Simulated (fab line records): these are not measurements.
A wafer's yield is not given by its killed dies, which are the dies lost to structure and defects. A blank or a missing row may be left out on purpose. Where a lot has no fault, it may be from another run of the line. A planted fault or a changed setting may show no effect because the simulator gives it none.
Chamber matching | flow n5_finfet | N5_BEOL_M0_SAQP_PECVD_03 on pecvd-01 has 3 sister chambers
The step deposits SiCN from 3MS/NH3, target thk 12 nm, time 21.1 s. 3 wafers are shown with their chamber, then 8 later ones without.

== WAFERS PAIRED WITH THEIR CHAMBERS ==
wafer  | chamber | throttle_valve_pct (%)
L082.4 | 2       | 9.2
L082.6 | 0       | 8.8
L084.1 | 1       | 9.9

== WAFERS WHOSE CHAMBER IS MISSING ==
wafer  | throttle_valve_pct (%)
L084.2 | 8.5
L084.5 | 9.5
L089.1 | 9.8
L089.2 | 8.8
L089.5 | 9.6
L095.2 | 10.0
L095.5 | 9.6
L095.6 | 8.5

== WHICH CHAMBER EACH ONE RAN IN ==
wafer  | from the rows above          | in truth
L084.2 | can't be placed: 0 or 2      | 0
L084.5 | can't be placed: 2 or 1 or 0 | 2
L089.1 | 1                            | 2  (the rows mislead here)
L089.2 | can't be placed: 0 or 2      | 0
L089.5 | can't be placed: 1 or 2      | 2
L095.2 | 1                            | 1
L095.5 | can't be placed: 1 or 2      | 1
L095.6 | can't be placed: 0 or 2      | 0
1 of 8 placed correctly. Not placeable from these rows: 6 (in 6, the candidates include the true chamber). Wrongly placed: 1.
How it was worked out, from the rows above alone: a wafer's distance from a chamber is the root of the sum, over the readings, of the square of ((its reading less the chamber's mean) divided by the reading's scatter). The wafer belongs to the nearest chamber; if the next one is less than 2 further off, it can't be placed. A chamber's mean is the mean of its shown wafers. The scatter (one wafer shown for each chamber): square how far every hidden wafer sits from the nearest shown wafer, average those squares and take the square root.
